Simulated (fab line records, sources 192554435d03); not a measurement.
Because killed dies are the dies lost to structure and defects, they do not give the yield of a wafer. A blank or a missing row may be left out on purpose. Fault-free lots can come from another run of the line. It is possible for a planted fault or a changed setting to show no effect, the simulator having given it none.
Which of the tools did it? ; flow n5-finfet ; route of 1938 steps, sampled at 1 step: 11 lots, 31 wafers

== WHAT THE GAUGES READ, wafer by wafer ==
N5_BEOL_M4_CD_MEAS_35: target cd 18 nm, target cd y 22.4 nm.
lot;measured;on;cd-nm (nm)
L464;day 7 19:46;cd-sem-03;18.4 17.8 17.9
L463;day 7 23:11;cd-sem-03;17.4 17.4 17.6
L465;day 8 04:38;cd-sem-03;17.6 17.8 17.0
L469;day 10 02:04;cd-sem-03;17.5 17.6 17.9
L471;day 10 04:03;cd-sem-03;18.0 18.8 18.3
L474;day 10 15:52;cd-sem-03;17.8 18.0 18.7
L475;day 11 02:49;cd-sem-01;17.7 17.1 17.5
L481;day 12 14:29;cd-sem-01;18.8 17.8
L482;day 12 14:41;cd-sem-03;17.4 17.7 17.7
L483;day 12 17:26;cd-sem-02;18.2 18.2
L486;day 14 00:14;cd-sem-01;18.2 17.6 17.6

== EACH LOT AND THE TOOL THAT RAN IT (in order: tool; ch and the chambers of the sampled wafers; start) ==
The record shows no process step preceding these readings.

== THE ANSWER, worked out from the rows above alone ==
Rule: the lots themselves supply what counts as usual. The widest of any qualifying gaps counts: lots, ordered by their means at a reading, are off when they make up no more than a third of the lots, leave a main group of 4 or more, and stand apart from it by 3 or more times the standard deviation of that group's means. A main group is skipped when, at the precision printed for the reading in the tables above, its means are all equal. Also off: a lot with no number at a reading for which 4 or more lots have one. Where the step has rows for the other lots, those lots are counted as sound.
No lot is off on any of the readings shown, so nothing can be concluded from this.

== WHAT THE SIMULATOR HAD INSERTED ==
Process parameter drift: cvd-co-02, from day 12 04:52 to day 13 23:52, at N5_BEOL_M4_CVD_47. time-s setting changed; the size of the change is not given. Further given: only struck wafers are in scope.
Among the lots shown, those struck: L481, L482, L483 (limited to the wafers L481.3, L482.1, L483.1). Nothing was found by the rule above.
